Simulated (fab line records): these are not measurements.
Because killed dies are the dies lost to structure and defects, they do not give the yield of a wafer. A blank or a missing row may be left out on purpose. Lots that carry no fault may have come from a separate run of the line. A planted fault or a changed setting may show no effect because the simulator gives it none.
A lot that was struck, set against a sound lot | flow nand-harc | 43 out of 1302 route steps
Sound: wafers L316.4, L316.5, L316.6. Wafers struck: L327.1, L327.3, L327.6. The cause is named last.
Order at every step that has rows: each side's tool, ch and its chambers, its first start. Under that, the readings that differ: sound wafers | struck wafers | difference of the means | sigmas: that difference in standard deviations of wafers without a fault.
alike: a reading whose means differ by less than 2 such deviations, as well as words and numbers matching on both sides. not compared: withheld readings; readings where some wafer has no value; bounds like >300 that might hide an equal value; numbers whose values overlap and for which the record gives no deviation.
Wherever a step has rows on one side only, a row that says differs or no value, or a row with sigmas, the two part there. Numbers that don't overlap but have no deviation are shown without sigmas and don't part them. Lack of a reading on every wafer of one side parts them only where that side has two or more wafers.

NHARC_P_GATE_CD_MEAS_46: target cd 720 nm.
  sound on cd-sem-03 ch 0, day 7 23:53; struck on cd-sem-02 ch 0, day 12 09:38
  alike: cd-nm
then, 11 steps without rows for these wafers: NHARC_P_GATE_HARDBAKE_47 (time 80 s); NHARC_P_GATE_DESCUM_48 (chemistry O2, time 3 s); NHARC_P_GATE_IMPLANT_49; NHARC_P_GATE_STRIP_111 (strips in N2/H2, time 250 s); NHARC_P_GATE_STRIP_75 (strips in O2); NHARC_P_GATE_STRIP_50 (strips in SPM, time 900 s); NHARC_P_GATE_DEHYDRATE_51 (time 120 s); NHARC_P_GATE_HMDS_52 (time 30 s); NHARC_P_GATE_COAT_53; NHARC_P_GATE_SOFTBAKE_54 (time 95 s); NHARC_P_GATE_EBR_55.
NHARC_P_GATE_EXPOSE_56: exposes mask P PSD, target cd 720 nm.
  sound on krf-scanner-04 ch 0, day 8 01:25; struck on krf-scanner-04 ch 0, day 12 11:20
  reading                        | sound                | struck            | difference | sigmas
  model.P_GATE.overlay-x-nm (nm) | -3.272 -3.272 -3.272 | 207.6 207.6 207.6 | +210.9     |
  alike: mask
then, 2 steps without rows for these wafers: NHARC_P_GATE_PEB_57 (peb time 85 s); NHARC_P_GATE_DEVELOP_58 (time 70 s).
NHARC_P_GATE_CD_MEAS_59: target cd 720 nm.
  sound on cd-sem-01 ch 0, day 8 01:34; struck on cd-sem-03 ch 0, day 12 11:29
  alike: cd-nm
then, 1 step without rows for these wafers: NHARC_P_GATE_HARDBAKE_60 (time 80 s).
NHARC_P_GATE_DESCUM_61: chemistry O2, time 3 s.
  sound on rie-diel-02 ch 1,2,3, day 8 01:44; struck on rie-diel-02 ch 0,2,3, day 12 11:39
  reading               | sound             | struck            | difference | sigmas
  oes-product-au (a.u.) | 0.977 0.991 0.992 | 1.010 1.019 1.000 | +0.023     | +2
  alike: drypump-motor-current-A, rf-vpp-V, showerhead-plenum-p-Torr, throttle-valve-pct
  not compared: rf-hours-counter-h
next, for these wafers, 1 step has no rows: NHARC_P_GATE_IMPLANT_62.
NHARC_P_GATE_STRIP_112: strips in N2/H2, time 200 s.
  sound on plasma-asher-02 ch 0,1, day 8 02:11; struck on plasma-asher-02 ch 0,1, day 12 12:03
  alike: drypump-motor-current-A, heater-power-w
  not compared: rf-hours-counter-h
NHARC_P_GATE_STRIP_76: strips in O2.
  sound on plasma-asher-02 ch 0,1, day 8 02:23; struck on plasma-asher-02 ch 0,1, day 12 12:17
  alike: drypump-motor-current-A, heater-power-w
  not compared: rf-hours-counter-h
then, 9 steps without rows for these wafers: NHARC_P_GATE_STRIP_63 (strips in SPM, time 900 s); NHARC_P_GATE_DEHYDRATE_83 (time 120 s); NHARC_P_GATE_HMDS_84 (time 30 s); NHARC_P_GATE_COAT_85; NHARC_P_GATE_SOFTBAKE_86 (time 95 s); NHARC_P_GATE_EBR_87; NHARC_P_GATE_EXPOSE_88 (exposes mask P HVN, target cd 2000 nm); NHARC_P_GATE_PEB_89 (peb time 85 s); NHARC_P_GATE_DEVELOP_90 (time 70 s).
NHARC_P_GATE_CD_MEAS_91: target cd 2000 nm.
  sound on cd-sem-01 ch 0, day 8 03:17; struck on cd-sem-03 ch 0, day 12 13:11
  alike: cd-nm
then, 4 steps without rows for these wafers: NHARC_P_GATE_HARDBAKE_92 (time 80 s); NHARC_P_GATE_DESCUM_93 (chemistry O2, time 3 s); NHARC_P_GATE_IMPLANT_94; NHARC_P_GATE_STRIP_113 (strips in N2/H2, time 740 s).
NHARC_P_GATE_STRIP_95: strips in O2.
  sound on plasma-asher-02 ch 0,1, day 8 04:34; struck on plasma-asher-01 ch 0,1, day 12 14:27
  alike: drypump-motor-current-A, heater-power-w
  not compared: rf-hours-counter-h
then, 3 steps without rows for these wafers: NHARC_P_GATE_STRIP_96 (strips in SPM, time 900 s); NHARC_P_GATE_RTA_64 (time 1 s); NHARC_P_GATE_ETCH_77 (etches SiO2 in dHF, target depth 6 nm).
NHARC_P_GATE_DEGAS_109: time 60 s.
  sound: pvd-sputter-01 at day 8 05:29; struck: pvd-sputter-03 at day 12 15:20
  alike: heater-power-w, susceptor-temp-C
then, 2 steps without rows for these wafers: NHARC_P_GATE_PRE_CLEAN_110 (time 30 s); NHARC_P_GATE_SPUTTER_78 (material Ni, target thk 10 nm).
-- break in the record here, with 19 days between the starts of the struck wafers on either side (left off in module P_GATE, picked up again in module END, where the first step shown is number 1302 on the route) --
NHARC_END_SORT_01:
  at this point the record logs the struck wafers (prober-01 ch 0, day 31 12:05) and has no rows for the sound ones

## WHERE THEY PART
Earliest at NHARC_P_GATE_DESCUM_61; latest, in this record, at NHARC_END_SORT_01.

WHY: what had been put in by the simulator
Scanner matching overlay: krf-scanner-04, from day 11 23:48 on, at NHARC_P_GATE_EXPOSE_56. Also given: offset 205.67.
